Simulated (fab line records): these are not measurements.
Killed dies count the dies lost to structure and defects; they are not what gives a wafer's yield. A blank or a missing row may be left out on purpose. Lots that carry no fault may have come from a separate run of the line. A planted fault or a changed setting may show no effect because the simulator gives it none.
Matching of chambers | flow nand harc | NHARC_A_STAIRCASE_CMP_152 on cmp-03 has 3 sister chambers
The step polishes. 14 wafers are shown with their chamber, then 6 later ones without.

WAFERS PAIRED WITH THEIR CHAMBERS
wafer  | chamber | motor current A (A) | retaining ring pressure frac
L075.1 | 1       | 13.0                | 0.999
L075.4 | 3       | 11.8                | 1.003
L075.5 | 1       | 12.9                | 1.000
L086.1 | 3       | 12.4                | 1.004
L086.4 | 1       | 12.5                | 1.010
L086.6 | 1       | 12.9                | 1.006
L087.1 | 1       | 12.9                | 0.999
L087.3 | 3       | 12.6                | 1.001
L087.4 | 2       | 12.0                | 1.006
L090.3 | 3       | 12.1                | 0.998
L090.4 | 1       | 12.8                | 1.003
L090.5 | 1       | 13.1                | 0.999
L091.1 | 2       | 11.8                | 1.005
L091.2 | 3       | 12.4                | 0.991

SIGNATURES, as means of the wafers listed above
reading                      | chamber 1 | chamber 2 | chamber 3 | scatter within a chamber
motor current A              | 12.871    | 11.900    | 12.260    | 0.239
retaining ring pressure frac | 1.00229   | 1.00550   | 0.99940   | 0.00448
Rule: a wafer's distance from a chamber is the root of the sum, over the readings, of the square of ((its reading less the chamber's mean) divided by the reading's scatter). The wafer belongs to the nearest chamber; if the next one is less than 2 further off, it can't be placed. How the scatter is found: for the shown wafers, subtract from each reading the mean of its chamber, square and add these, divide the total by (wafers less chambers), then take the root.

WAFERS MISSING THEIR CHAMBER
wafer  | motor current A (A) | retaining ring pressure frac
L091.6 | 13.2                | 0.998
L095.1 | 12.6                | 1.002
L095.3 | 12.2                | 0.994
L097.1 | 13.3                | 0.997
L097.4 | 12.1                | 0.991
L097.6 | 11.7                | 0.990

WHICH CHAMBER EACH ONE RAN IN
wafer  | from the rows above          | in truth
L091.6 | 1                            | 1
L095.1 | can't be placed: 1 or 3 or 2 | 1
L095.3 | can't be placed: 3 or 2      | 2
L097.1 | 1                            | 1
L097.4 | can't be placed: 3 or 2      | 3
L097.6 | can't be placed: 3 or 2      | 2
2 of 6 placed correctly. Can't be placed from these rows: 4 (the true chamber is among the candidates in 4). 0 placed wrongly.
